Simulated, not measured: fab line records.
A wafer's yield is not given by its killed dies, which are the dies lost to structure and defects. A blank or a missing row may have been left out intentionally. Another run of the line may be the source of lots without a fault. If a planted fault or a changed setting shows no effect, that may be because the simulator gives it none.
Tool commonality check -- flow n5-finfet -- Sample size 11 lots and 33 wafers

REASON IT WAS OPENED
N5_MOL_CONTACT_COAG_THK_MEAS_53, reading VIA_MOL_THK: flagged on 2 of 11 lots. No-fault wafers: 44.0 nm, standard deviation 0.55.
Rule: a lot is flagged in two cases, either no wafer of it has a number, or all its wafers with numbers fall more than 4 standard deviations from that mean. As for the other lots, they are considered sound.

lot,measured,on,"VIA_MOL_THK (nm), wafer by wafer",flag
L938,day 5 07:36,film-metro-02,43.2 43.8 44.1,
L939,day 5 16:53,film-metro-02,44.1 43.2 45.1,
L940,day 5 18:49,film-metro-02,43.6 43.8 45.1,
L941,day 5 23:23,film-metro-02,43.4 43.4 44.0,
L942,day 6 02:52,film-metro-02,42.9 43.9 43.8,
L944,day 6 19:42,film-metro-02,43.4 44.4 44.3,
L947,day 7 12:39,film-metro-01,43.8 43.9 44.0,
L950,day 8 09:38,film-metro-02,43.5 44.5 43.7,
L951,day 8 13:39,film-metro-01,43.1 44.2 43.8,
L954,day 9 06:20,film-metro-01,39.5 39.2 40.1,FLAGGED
L956,day 9 18:40,film-metro-01,39.2 40.1 40.7,FLAGGED
On average the flagged lots' numbers are 39.8 nm, which is -4.2 nm against the usual, or -8 standard deviations.

WHICH TOOL RAN EACH LOT
4 process steps preceding the reading are held in the record, out of 1938 steps in the route. Every cell lists first the tool, next ch and the chambers used by the sampled wafers, and last the start.
lot,flag,N5_MOL_CONTACT_COAG_PRE_CLEAN_141,N5_MOL_CONTACT_COAG_SPUTTER_143,N5_MOL_CONTACT_COAG_PECVD_31,N5_MOL_CONTACT_COAG_ETCH_89
L938,,"pvd-sputter-01, day 4 22:00","pvd-sputter-01, day 4 22:04","pecvd-02 ch 0,2, day 5 03:55","rie-diel-01 ch 0,1,3, day 5 04:39"
L939,,"pvd-sputter-03, day 5 04:47","pvd-sputter-03, day 5 04:50","pecvd-04 ch 0,1, day 5 13:02","rie-diel-05 ch 0,1, day 5 13:49"
L940,,"pvd-sputter-01, day 5 08:33","pvd-sputter-01, day 5 08:37","pecvd-02 ch 0,1, day 5 15:25","rie-diel-06 ch 0,1,2, day 5 15:54"
L941,,"pvd-sputter-02, day 5 13:02","pvd-sputter-02, day 5 13:05","pecvd-03 ch 1,2, day 5 19:52","rie-diel-06 ch 0,1, day 5 20:29"
L942,,"pvd-sputter-03, day 5 17:07","pvd-sputter-03, day 5 17:11","pecvd-02 ch 0,2, day 5 23:16","rie-diel-01 ch 2,3, day 5 23:46"
L944,,"pvd-sputter-01, day 6 09:22","pvd-sputter-01, day 6 09:25","pecvd-02 ch 0,2, day 6 15:35","rie-diel-05 ch 0,2, day 6 16:04"
L947,,"pvd-sputter-02, day 7 03:00","pvd-sputter-02, day 7 03:04","pecvd-03 ch 0,1, day 7 09:10","rie-diel-06 ch 1,3, day 7 09:51"
L950,,"pvd-sputter-02, day 7 22:44","pvd-sputter-02, day 7 22:48","pecvd-02 ch 0,1, day 8 06:06","rie-diel-01 ch 0,3, day 8 06:36"
L951,,"pvd-sputter-02, day 8 03:25","pvd-sputter-02, day 8 03:29","pecvd-02 ch 0,2, day 8 09:09","rie-diel-06 ch 2, day 8 09:47"
L954,FLAGGED,"pvd-sputter-01, day 8 17:37","pvd-sputter-01, day 8 17:40","pecvd-02 ch 0,1,2, day 9 02:16","rie-diel-06 ch 1,2,3, day 9 02:47"
L956,FLAGGED,"pvd-sputter-03, day 9 05:32","pvd-sputter-03, day 9 05:35","pecvd-02 ch 0,1, day 9 14:34","rie-diel-05 ch 0,2, day 9 15:11"
What the steps here do:
- N5_MOL_CONTACT_COAG_PRE_CLEAN_141: time 60 s.
- N5_MOL_CONTACT_COAG_SPUTTER_143: material Co, target thk 2.5 nm.
- N5_MOL_CONTACT_COAG_PECVD_31: deposits SiO2 from TEOS/O2, target thk 46 nm, time 8.9 s.
- N5_MOL_CONTACT_COAG_ETCH_89: etches underlayer in N2/H2, target depth 13 nm, time 10.4 s.
- N5_MOL_CONTACT_COAG_THK_MEAS_53

FLAGGED AGAINST TOTAL, ONE TOOL AT A TIME (gauges that did the reading follow at the end)
step,tool,lots run,flagged,share of the flagged lots,sound lots run after its first flagged lot
N5_MOL_CONTACT_COAG_PRE_CLEAN_141,pvd-sputter-01,4,1,some,0
N5_MOL_CONTACT_COAG_PRE_CLEAN_141,pvd-sputter-02,4,0,none,-
N5_MOL_CONTACT_COAG_PRE_CLEAN_141,pvd-sputter-03,3,1,some,0
N5_MOL_CONTACT_COAG_SPUTTER_143,pvd-sputter-01,4,1,some,0
N5_MOL_CONTACT_COAG_SPUTTER_143,pvd-sputter-02,4,0,none,-
N5_MOL_CONTACT_COAG_SPUTTER_143,pvd-sputter-03,3,1,some,0
N5_MOL_CONTACT_COAG_PECVD_31,pecvd-02,8,2,all,0
N5_MOL_CONTACT_COAG_PECVD_31,pecvd-03,2,0,none,-
N5_MOL_CONTACT_COAG_PECVD_31,pecvd-04,1,0,none,-
N5_MOL_CONTACT_COAG_ETCH_89,rie-diel-01,3,0,none,-
N5_MOL_CONTACT_COAG_ETCH_89,rie-diel-05,3,1,some,0
N5_MOL_CONTACT_COAG_ETCH_89,rie-diel-06,5,1,some,0
N5_MOL_CONTACT_COAG_THK_MEAS_53,film-metro-01,4,2,all,0
N5_MOL_CONTACT_COAG_THK_MEAS_53,film-metro-02,7,0,none,-

WHAT IS ALLOWED BY THE TABLE
Every flagged lot went through 2 rows of the table: pecvd-02 at N5_MOL_CONTACT_COAG_PECVD_31 and film-metro-01 at N5_MOL_CONTACT_COAG_THK_MEAS_53.
- pecvd-02 at N5_MOL_CONTACT_COAG_PECVD_31: 2 of its 8 lots flagged. Its last sound lot is L951 (day 8 09:09), its first flagged lot L954 (day 9 02:16): a fault that began between those two fits. Its own readings lie more than 4 standard deviations out on every wafer of the flagged lots: susceptor-temp-C.
- film-metro-01 at N5_MOL_CONTACT_COAG_THK_MEAS_53: 2 of its 4 lots flagged. Its last sound lot is L951 (day 8 13:39), its first flagged lot L954 (day 9 06:20): a fault that began between those two fits.
Counting lots can't tell these 2 tools apart, because each fits a fault that began at some hour. More lots, or a look at what each step does to the wafer, might.

WHAT THE SIMULATOR HAD PUT IN
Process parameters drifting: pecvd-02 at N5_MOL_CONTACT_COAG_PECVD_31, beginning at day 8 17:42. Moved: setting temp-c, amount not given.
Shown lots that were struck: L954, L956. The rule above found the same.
